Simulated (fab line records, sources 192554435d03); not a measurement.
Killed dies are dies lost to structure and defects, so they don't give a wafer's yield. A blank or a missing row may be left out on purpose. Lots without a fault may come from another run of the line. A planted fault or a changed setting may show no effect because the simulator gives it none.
Split-lot experiment | flow n5_finfet | 7 lots, 39 wafers read, on a route of 1938 steps

THE SPLIT
At N5_PASSIVATION_PECVD_35 (deposits SiNx from SiH4/NH3/N2, target thk 700 nm, time 151.3 s), the setting time_s was moved away from the recipe's 151.3 s on 18 of the 39 wafers read, by -43.0% to +56.5%. The other wafers ran this setting at the recipe's value.

The reading is taken at the split's own step.

THE READING
SiNx_of_PASSIVATION_PECVD_35.thk_nm (the simulator's own value, which no gauge read), in nm, at N5_PASSIVATION_PECVD_35 (deposits SiNx from SiH4/NH3/N2, target thk 700 nm, time 151.3 s). The file gives no usual value for it. The 21 wafers here that ran the recipe average 695.9 nm, standard deviation 9.8 nm.

wafer  | tool, chamber at the split | time_s as run, s | against the recipe | SiNx_of_PASSIVATION_PECVD_35.thk_nm, nm | against lot-mates on the recipe
L079.1 | pecvd-02, 1                | 220.5            | +45.7%             | 999                                     | +311.3
L079.2 | pecvd-02, 2                | 151.3            | recipe             | 688.2                                   | -
L079.3 | pecvd-02, 0                | 151.3            | recipe             | 694.8                                   | -
L079.4 | pecvd-02, 2                | 220.5            | +45.7%             | 1015                                    | +327.3
L079.5 | pecvd-02, 1                | 151.3            | recipe             | 680                                     | -
L079.6 | pecvd-02, 0                | 220.5            | +45.7%             | 1033                                    | +345.3
L078.1 | pecvd-02, 2                | 151.3            | recipe             | 703.4                                   | -
L078.2 | pecvd-02, 1                | 228.4            | +51.0%             | 1055                                    | +345.9
L078.3 | pecvd-02, 0                | 151.3            | recipe             | 713.4                                   | -
L078.4 | pecvd-02, 0                | 228.4            | +51.0%             | 1073                                    | +363.9
L078.5 | pecvd-02, 1                | 151.3            | recipe             | 710.6                                   | -
L078.6 | pecvd-02, 2                | 228.4            | +51.0%             | 1081                                    | +371.9
L086.1 | pecvd-04, 0                | 236.8            | +56.5%             | 1083                                    | +395.5
L086.2 | pecvd-04, 1                | 151.3            | recipe             | 682.8                                   | -
L086.3 | pecvd-04, 2                | 236.8            | +56.5%             | 1076                                    | +388.5
L086.4 | pecvd-04, 2                | 151.3            | recipe             | 688.6                                   | -
L086.5 | pecvd-04, 1                | 236.8            | +56.5%             | 1077                                    | +389.5
L086.6 | pecvd-04, 0                | 151.3            | recipe             | 691.2                                   | -
L087.1 | pecvd-01, 2                | 86.27            | -43.0%             | 398.6                                   | -308.6
L087.2 | pecvd-01, 1                | 86.27            | -43.0%             | 402.8                                   | -304.4
L087.3 | pecvd-01, 0                | 151.3            | recipe             | 700                                     | -
L087.4 | pecvd-01, 1                | 151.3            | recipe             | 715.4                                   | -
L087.5 | pecvd-01, 2                | 86.27            | -43.0%             | 411.2                                   | -296.0
L087.6 | pecvd-01, 0                | 151.3            | recipe             | 706.2                                   | -
L090.1 | pecvd-02, 0                | 151.3            | recipe             | 701.6                                   | -
L090.2 | pecvd-02, 1                | 151.3            | recipe             | 683.6                                   | -
L090.4 | pecvd-02, 1                | 151.3            | recipe             | 695.8                                   | -
L094.1 | pecvd-04, 0                | 174.1            | +15.1%             | 799                                     | +109.6
L094.2 | pecvd-04, 1                | 151.3            | recipe             | 687.2                                   | -
L094.3 | pecvd-04, 2                | 151.3            | recipe             | 690.6                                   | -
L094.4 | pecvd-04, 1                | 151.3            | recipe             | 690.4                                   | -
L094.5 | pecvd-04, 0                | 174.1            | +15.1%             | 813.2                                   | +123.8
L094.6 | pecvd-04, 2                | 174.1            | +15.1%             | 810.6                                   | +121.2
L093.1 | pecvd-01, 1                | 151.3            | recipe             | 691.4                                   | -
L093.2 | pecvd-01, 2                | 110.5            | -27.0%             | 499.2                                   | -197.6
L093.3 | pecvd-01, 0                | 110.5            | -27.0%             | 509.8                                   | -187.0
L093.4 | pecvd-01, 0                | 110.5            | -27.0%             | 507.2                                   | -189.6
L093.5 | pecvd-01, 1                | 151.3            | recipe             | 698                                     | -
L093.6 | pecvd-01, 2                | 151.3            | recipe             | 701                                     | -

THE FIT
A straight line over all 39 wafers: SiNx_of_PASSIVATION_PECVD_35.thk_nm changes by +6.97 nm for each +1% of time_s; r = +1.00; the points scatter about the line by 11 nm.
The same after taking each lot's own level away (the mean of its wafers on the recipe; 39 wafers): +7.05 nm for each +1%; r = +1.00; scatter 8.1 nm.
On that fit, the largest move of time_s shifts the reading by 4e+02 nm.
The lots' own levels span 687.53 to 709.13 nm, that is 2.2 times the standard deviation above.
So the lot-to-lot level changes the slope little: the two slopes agree.
Check: with one of the wafers moved furthest among these (+56.5%) left out of the fit, the line predicts +400 nm for it against its lot-mates. It came out at +395 nm against them.

THE WHOLE CHAIN: every reading that the file lists as answering this split, in the file's order
step                    | what it does                                                    | reading                                                                              | change (the file's fit)                                                         | r (the file's)
N5_PASSIVATION_PECVD_35 | deposits SiNx from SiH4/NH3/N2, target thk 700 nm, time 151.3 s | SiNx_of_PASSIVATION_PECVD_35.thk_nm (the simulator's own value, which no gauge read) | +7.06 nm for each +1% of the setting                                            | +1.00
N5_PASSIVATION_PROBE_49 |                                                                 | killed_at_other                                                                      | not straight: 5 at the lowest setting, 4.0 at the recipe, 1078.3 at the highest | not given
N5_PASSIVATION_PROBE_49 |                                                                 | killed_dies                                                                          | not straight: 126 at the lowest setting, 143 at the recipe, 1180 at the highest | not given

THE FILE'S OWN FIT
SiNx_of_PASSIVATION_PECVD_35.thk_nm changes by +7.06 nm for each +1% of time_s, r = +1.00.
